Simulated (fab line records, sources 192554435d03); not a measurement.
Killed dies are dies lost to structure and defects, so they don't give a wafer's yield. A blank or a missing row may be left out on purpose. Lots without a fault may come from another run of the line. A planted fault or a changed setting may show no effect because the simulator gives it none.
Which tool did it? | flow n5_finfet | 24 lots, 72 wafers sampled, at 6 steps of a route of 1938

WHAT THE GAUGES READ, wafer by wafer
N5_GATE_CUT_CD_MEAS_13: target cd 20 nm.
lot  | measured     | on        | cd_nm (nm)
L074 | day 4 12:19  | cd_sem-03 | 20.3 20.3 19.9
L075 | day 4 17:05  | cd_sem-01 | 19.9 19.8 20.1
L076 | day 4 23:13  | cd_sem-02 | 20.2 20.4 20.2
L077 | day 5 08:04  | cd_sem-02 | 20.2 20.1 19.9
L078 | day 5 16:11  | cd_sem-01 | 20.4 20.4 20.4
L079 | day 5 22:05  | cd_sem-03 | 20.0 20.0 19.8
L080 | day 6 07:41  | cd_sem-01 | 20.4 19.7 20.0
L081 | day 6 14:00  | cd_sem-02 | 20.1 19.7 19.5
L082 | day 6 16:20  | cd_sem-01 | 19.6 20.0 19.7
L083 | day 6 18:43  | cd_sem-01 | 19.8 19.6 19.6
L084 | day 7 00:29  | cd_sem-02 | 20.4 20.1 19.8
L085 | day 7 04:06  | cd_sem-03 | 19.5 20.1 20.0
L086 | day 7 10:46  | cd_sem-01 | 20.2 19.8 20.3
L087 | day 7 16:23  | cd_sem-03 | 20.0 19.8 20.4
L088 | day 7 21:25  | cd_sem-01 | 20.3 20.2 20.0
L089 | day 8 02:53  | cd_sem-02 | 19.4 19.9 19.6
L090 | day 8 09:19  | cd_sem-03 | 20.2 20.2 20.5
L091 | day 8 15:36  | cd_sem-03 | 20.2 20.1 20.3
L092 | day 9 02:44  | cd_sem-03 | 19.9 20.5 20.3
L093 | day 9 04:38  | cd_sem-02 | 20.4 20.2 20.7
L094 | day 9 15:57  | cd_sem-02 | 19.8 19.9 19.8
L095 | day 9 18:08  | cd_sem-03 | 20.0 20.2 20.3
L096 | day 9 23:06  | cd_sem-01 | 19.9 20.4 20.0
L097 | day 10 05:45 | cd_sem-02 | 19.5 19.6 20.4

N5_MOL_CONTACT_COAG_OVL_MEAS_09.
lot  | measured     | on         | CA_OVL (nm)
L074 | day 4 16:46  | overlay-01 | -0.5 0.9 0.2
L075 | day 4 20:54  | overlay-01 | -1.1 -0.3 0.5
L076 | day 5 03:12  | overlay-02 | 0.7 0.6 0.2
L077 | day 5 11:53  | overlay-02 | -0.3 -0.7 0.4
L078 | day 5 20:11  | overlay-02 | 0.2 0.7 -0.5
L079 | day 6 03:27  | overlay-01 | 1.0 -0.2 -0.2
L080 | day 6 11:30  | overlay-01 | 0.1 0.2 -0.1
L081 | day 6 18:02  | overlay-01 | -1.0 -1.6 -0.7
L082 | day 6 20:16  | overlay-01 | 0.0 0.5 -0.1
L083 | day 6 22:40  | overlay-01 | -1.3 0.1 -0.9
L084 | day 7 05:29  | overlay-01 | -0.2 0.2 -1.2
L085 | day 7 08:04  | overlay-01 | -0.2 0.6 0.4
L086 | day 7 14:47  | overlay-01 | 0.7 0.4 0.2
L087 | day 7 20:20  | overlay-01 | 0.9 1.3 0.5
L088 | day 8 01:14  | overlay-01 | 0.3 -0.1 -0.2
L089 | day 8 06:50  | overlay-01 | -0.4 0.5 0.1
L090 | day 8 13:25  | overlay-01 | -0.6 -0.4 0.2
L091 | day 8 19:57  | overlay-01 | -0.7 -0.2 0.5
L092 | day 9 06:43  | overlay-01 | -0.5 -0.8 0.0
L093 | day 9 08:34  | overlay-01 | 1.0 1.9 1.4
L094 | day 9 20:19  | overlay-01 | 0.6 1.0 0.3
L095 | day 9 22:22  | overlay-01 | 0.1 0.0 0.7
L096 | day 10 03:19 | overlay-01 | 0.7 -0.2 1.1
L097 | day 10 10:50 | overlay-01 | 0.1 0.0 -0.2

N5_MOL_CONTACT_COAG_OVL_MEAS_85.
lot  | measured     | on         | VG_OVL (nm)
L074 | day 5 03:28  | overlay-02 | -0.8 0.5 0.0
L075 | day 5 06:25  | overlay-01 | -0.8 -1.2 -1.4
L076 | day 5 12:10  | overlay-01 | -1.5 -0.9 -0.9
L077 | day 5 23:43  | overlay-02 | 0.3 -0.4 -0.1
L078 | day 6 05:35  | overlay-01 | 1.4 0.5 1.0
L079 | day 6 13:39  | overlay-01 | -2.1 -2.0 -2.1
L080 | day 6 23:27  | overlay-01 | -0.5 0.5 0.6
L081 | day 7 03:55  | overlay-01 | 0.4 -1.4 0.2
L082 | day 7 06:24  | overlay-01 | 0.6 0.3 -0.2
L083 | day 7 10:23  | overlay-01 | -1.1 -0.9 -0.3
L084 | day 7 14:20  | overlay-01 | -0.4 0.5 -0.1
L085 | day 7 18:51  | overlay-01 | -0.1 0.4 -0.7
L086 | day 8 02:32  | overlay-01 | -0.5 -0.7 -0.1
L087 | day 8 08:03  | overlay-01 | -0.5 -1.1 -1.4
L088 | day 8 09:59  | overlay-01 | -0.1 -0.5 0.1
L089 | day 8 18:22  | overlay-01 | 0.1 0.6 -0.4
L090 | day 8 21:44  | overlay-01 | -0.2 -0.3 0.1
L091 | day 9 06:18  | overlay-01 | -0.3 -0.8 0.0
L092 | day 9 16:29  | overlay-01 | -0.8 -0.8 -0.4
L093 | day 9 18:41  | overlay-01 | -0.1 -0.9 -1.0
L094 | day 10 07:47 | overlay-01 | -0.3 -0.3 -0.3
L095 | day 10 09:14 | overlay-01 | -1.4 -0.8 -1.0
L096 | day 10 12:30 | overlay-01 | -0.8 -0.9 -0.8
L097 | day 10 23:12 | overlay-01 | 0.2 0.2 0.1

WHICH TOOL RAN EACH LOT (tool, then ch and the chambers of the sampled wafers, then the start)
lot  | N5_GATE_CUT_CUT_ETCH_54          | N5_GATE_CUT_ETCH_47              | N5_MOL_CONTACT_COAG_CO_FILL_22
L074 | rie_metal-03 ch 0,1, day 4 12:55 | rie_metal-03 ch 0,1, day 4 12:59 | cvd_co-01 ch 0,1, day 4 20:37
L075 | rie_metal-03 ch 0,1, day 4 17:39 | rie_metal-03 ch 0,1, day 4 17:44 | cvd_co-02 ch 0,1,2, day 4 23:21
L076 | rie_metal-02 ch 0,1, day 4 23:48 | rie_metal-02 ch 0,1, day 4 23:53 | cvd_co-01 ch 0,1,2, day 5 05:22
L077 | rie_metal-02 ch 0,1, day 5 08:39 | rie_metal-02 ch 0,1, day 5 08:44 | cvd_co-01 ch 1,2, day 5 15:13
L078 | rie_metal-02 ch 0,1, day 5 16:45 | rie_metal-02 ch 0,1, day 5 16:50 | cvd_co-01 ch 0,2, day 5 23:11
L079 | rie_metal-03 ch 0,1, day 5 23:52 | rie_metal-03 ch 0,1, day 5 23:57 | cvd_co-01 ch 0,2, day 6 06:32
L080 | rie_metal-01 ch 0,1, day 6 08:15 | rie_metal-01 ch 0,1, day 6 08:20 | cvd_co-01 ch 0, day 6 14:44
L081 | rie_metal-01 ch 0,1, day 6 14:36 | rie_metal-01 ch 0,1, day 6 14:43 | cvd_co-01 ch 0,1, day 6 20:36
L082 | rie_metal-03 ch 0,1, day 6 16:55 | rie_metal-03 ch 0,1, day 6 17:00 | cvd_co-01 ch 0,2, day 6 23:37
L083 | rie_metal-02 ch 0,1, day 6 19:17 | rie_metal-02 ch 0,1, day 6 19:23 | cvd_co-02 ch 0,1, day 7 02:26
L084 | rie_metal-02 ch 0, day 7 01:04   | rie_metal-02 ch 0, day 7 01:09   | cvd_co-02 ch 2, day 7 07:31
L085 | rie_metal-01 ch 0,1, day 7 04:41 | rie_metal-01 ch 0,1, day 7 04:49 | cvd_co-01 ch 0,1,2, day 7 10:20
L086 | rie_metal-02 ch 0,1, day 7 11:23 | rie_metal-02 ch 0,1, day 7 11:28 | cvd_co-01 ch 0,1,2, day 7 18:35
L087 | rie_metal-01 ch 0,1, day 7 16:58 | rie_metal-01 ch 0,1, day 7 17:04 | cvd_co-02 ch 0,1, day 8 01:29
L088 | rie_metal-02 ch 0,1, day 7 22:01 | rie_metal-02 ch 0,1, day 7 22:05 | cvd_co-02 ch 1,2, day 8 04:16
L089 | rie_metal-02 ch 1, day 8 03:28   | rie_metal-02 ch 1, day 8 03:34   | cvd_co-01 ch 1,2, day 8 11:14
L090 | rie_metal-02 ch 0,1, day 8 09:55 | rie_metal-02 ch 0,1, day 8 10:02 | cvd_co-01 ch 0,1, day 8 15:20
L091 | rie_metal-01 ch 0,1, day 8 16:11 | rie_metal-01 ch 0,1, day 8 16:16 | cvd_co-01 ch 0,1, day 8 23:19
L092 | rie_metal-01 ch 0,1, day 9 03:28 | rie_metal-01 ch 0,1, day 9 03:34 | cvd_co-01 ch 0,1,2, day 9 10:25
L093 | rie_metal-03 ch 0,1, day 9 05:13 | rie_metal-03 ch 0,1, day 9 05:18 | cvd_co-02 ch 1,2, day 9 12:29
L094 | rie_metal-02 ch 1, day 9 16:39   | rie_metal-02 ch 1, day 9 16:49   | cvd_co-02 ch 0,1,2, day 10 00:28
L095 | rie_metal-02 ch 1, day 9 18:48   | rie_metal-02 ch 1, day 9 18:58   | cvd_co-02 ch 0,2, day 10 01:05
L096 | rie_metal-02 ch 1, day 9 23:46   | rie_metal-02 ch 1, day 9 23:56   | cvd_co-02 ch 0,2, day 10 06:13
L097 | rie_metal-01 ch 0, day 10 06:23  | rie_metal-01 ch 0, day 10 06:34  | cvd_co-02 ch 0,2, day 10 15:10
- N5_GATE_CUT_CUT_ETCH_54: etches TiN in Cl2/BCl3, target depth 96.7 nm.
- N5_GATE_CUT_ETCH_47: etches SiO2 in Cl2/BCl3, target depth 10 nm.
- N5_MOL_CONTACT_COAG_CO_FILL_22: material Co, precursor CCTBA/H2, target thk 20 nm.

WHAT THE TOOLS THEMSELVES READ (means of the sampled wafers that have a number; where no wafer has one, the mark that the record gives instead)
N5_GATE_CUT_CUT_ETCH_54.
lot  | tool         | bias_w (W) | drypump_motor_current_A (A) | etch_rf_on_time_s (s) | mfc_cl2_sccm (sccm) | oes_product_au (a.u.) | throttle_valve_pct (%)
L074 | rie_metal-03 | 125.7      | 5.7                         | 35.7                  | 53.26               | 0.71                  | 22.10
L075 | rie_metal-03 | 125.7      | 5.7                         | 36.1                  | 53.25               | 0.70                  | 22.12
L076 | rie_metal-02 | 126.5      | 6.0                         | 35.9                  | 53.22               | 0.59                  | 22.49
L077 | rie_metal-02 | 126.0      | 6.1                         | 36.5                  | 53.30               | 0.61                  | 22.60
L078 | rie_metal-02 | 126.3      | 6.1                         | 36.3                  | 53.29               | 0.61                  | 22.61
L079 | rie_metal-03 | 126.5      | 5.7                         | 34.9                  | 53.37               | 0.72                  | 22.01
L080 | rie_metal-01 | 125.9      | 5.6                         | 35.9                  | 53.31               | 0.62                  | 22.32
L081 | rie_metal-01 | 126.0      | 5.6                         | 36.0                  | 53.25               | 0.62                  | 22.32
L082 | rie_metal-03 | 125.7      | 5.7                         | 35.8                  | 53.31               | 0.70                  | 22.13
L083 | rie_metal-02 | 125.8      | 6.1                         | 35.8                  | 53.32               | 0.58                  | 22.51
L084 | rie_metal-02 | 126.1      | 6.1                         | 37.3                  | 53.22               | 0.63                  | 22.73
L085 | rie_metal-01 | 126.0      | 5.3                         | 35.1                  | 53.11               | 0.68                  | 22.21
L086 | rie_metal-02 | 126.0      | 6.0                         | 35.9                  | 53.24               | 0.58                  | 22.50
L087 | rie_metal-01 | 126.1      | 5.3                         | 35.4                  | 53.34               | 0.67                  | 22.23
L088 | rie_metal-02 | 125.8      | 6.1                         | 35.7                  | 53.36               | 0.59                  | 22.50
L089 | rie_metal-02 | 125.9      | 6.0                         | 35.0                  | 53.09               | 0.56                  | 22.38
L090 | rie_metal-02 | 125.7      | 6.0                         | 35.3                  | 53.17               | 0.59                  | 22.50
L091 | rie_metal-01 | 126.2      | 5.6                         | 35.9                  | 53.37               | 0.61                  | 22.32
L092 | rie_metal-01 | 126.0      | 5.6                         | 35.7                  | 53.13               | 0.61                  | 22.32
L093 | rie_metal-03 | 125.5      | 5.7                         | 35.3                  | 53.27               | 0.71                  | 22.02
L094 | rie_metal-02 | 125.8      | 6.0                         | 34.9                  | 53.48               | 0.56                  | 22.39
L095 | rie_metal-02 | 126.0      | 6.0                         | 34.9                  | 53.27               | 0.56                  | 22.39
L096 | rie_metal-02 | 126.4      | 6.0                         | 34.9                  | 53.28               | 0.56                  | 22.38
L097 | rie_metal-01 | 125.8      | 5.0                         | 35.1                  | 53.23               | 0.73                  | 22.14

N5_GATE_CUT_ETCH_47.
lot  | tool         | bias_w (W) | drypump_motor_current_A (A) | mfc_cl2_sccm (sccm) | oes_product_au (a.u.) | throttle_valve_pct (%)
L074 | rie_metal-03 | 125.9      | 5.7                         | 53.38               | 0.78                  | 22.66
L075 | rie_metal-03 | 125.6      | 5.6                         | 53.46               | 0.78                  | 22.66
L076 | rie_metal-02 | 126.2      | 6.0                         | 53.22               | 0.64                  | 23.03
L077 | rie_metal-02 | 126.2      | 6.1                         | 53.22               | 0.67                  | 23.14
L078 | rie_metal-02 | 126.0      | 6.1                         | 53.38               | 0.67                  | 23.15
L079 | rie_metal-03 | 125.9      | 5.7                         | 53.20               | 0.80                  | 22.58
L080 | rie_metal-01 | 126.0      | 5.6                         | 53.13               | 0.68                  | 22.86
L081 | rie_metal-01 | 125.7      | 5.6                         | 53.25               | 0.68                  | 22.86
L082 | rie_metal-03 | 126.2      | 5.7                         | 53.21               | 0.78                  | 22.66
L083 | rie_metal-02 | 126.3      | 6.0                         | 53.28               | 0.64                  | 23.04
L084 | rie_metal-02 | 125.6      | 6.1                         | 53.24               | 0.70                  | 23.27
L085 | rie_metal-01 | 126.2      | 5.3                         | 53.42               | 0.73                  | 22.78
L086 | rie_metal-02 | 126.0      | 6.0                         | 52.94               | 0.63                  | 23.04
L087 | rie_metal-01 | 126.3      | 5.3                         | 53.29               | 0.73                  | 22.79
L088 | rie_metal-02 | 125.4      | 6.1                         | 53.27               | 0.63                  | 23.04
L089 | rie_metal-02 | 126.1      | 6.0                         | 53.09               | 0.61                  | 22.94
L090 | rie_metal-02 | 126.1      | 6.1                         | 53.21               | 0.63                  | 23.05
L091 | rie_metal-01 | 125.8      | 5.6                         | 53.40               | 0.67                  | 22.86
L092 | rie_metal-01 | 125.8      | 5.6                         | 53.34               | 0.67                  | 22.87
L093 | rie_metal-03 | 125.8      | 5.7                         | 53.27               | 0.78                  | 22.57
L094 | rie_metal-02 | 126.4      | 6.0                         | 53.47               | 0.60                  | 22.93
L095 | rie_metal-02 | 126.0      | 6.0                         | 53.42               | 0.60                  | 22.94
L096 | rie_metal-02 | 125.9      | 6.0                         | 53.30               | 0.60                  | 22.94
L097 | rie_metal-01 | 126.3      | 5.0                         | 53.29               | 0.78                  | 22.71

N5_MOL_CONTACT_COAG_CO_FILL_22.
lot  | tool      | heater_power_outer_w (W) | heater_power_w (W)
L074 | cvd_co-01 | 110                      | 227
L075 | cvd_co-02 | 136                      | 267
L076 | cvd_co-01 | 115                      | 235
L077 | cvd_co-01 | 121                      | 239
L078 | cvd_co-01 | 105                      | 219
L079 | cvd_co-01 | 106                      | 218
L080 | cvd_co-01 | 101                      | 211
L081 | cvd_co-01 | 123                      | 235
L082 | cvd_co-01 | 106                      | 217
L083 | cvd_co-02 | 139                      | 278
L084 | cvd_co-02 | 138                      | 276
L085 | cvd_co-01 | 116                      | 232
L086 | cvd_co-01 | 116                      | 234
L087 | cvd_co-02 | 131                      | 258
L088 | cvd_co-02 | 142                      | 282
L089 | cvd_co-01 | 126                      | 251
L090 | cvd_co-01 | 121                      | 237
L091 | cvd_co-01 | 111                      | 222
L092 | cvd_co-01 | 117                      | 237
L093 | cvd_co-02 | 143                      | 280
L094 | cvd_co-02 | 137                      | 268
L095 | cvd_co-02 | 134                      | 258
L096 | cvd_co-02 | 136                      | 260
L097 | cvd_co-02 | 135                      | 258

THE ANSWER, worked out from the rows above alone
Rule: what is usual is taken from the lots themselves. Put in order of their means at a reading, lots are off if they are a third of the lots or fewer, leave a main group of 4 or more, and stand apart from it by a gap of 3 or more times the standard deviation of the main group's means; of several such gaps the widest counts. A main group whose means are all the same, to the digits that the tables above print for the reading, isn't used. A lot without any number at a reading at which 4 lots or more have one is off too. The other lots that the step has rows for count as sound. The gauges are gone through in route order, then the tools' own readings, and for those a lot's mean is taken as printed above. The first step at which some lot is off is used, and at that step the reading that is off furthest; a lot without a number counts as furthest.
No lot is off at any reading shown: from this, nothing can be told.

WHAT THE SIMULATOR HAD PUT IN
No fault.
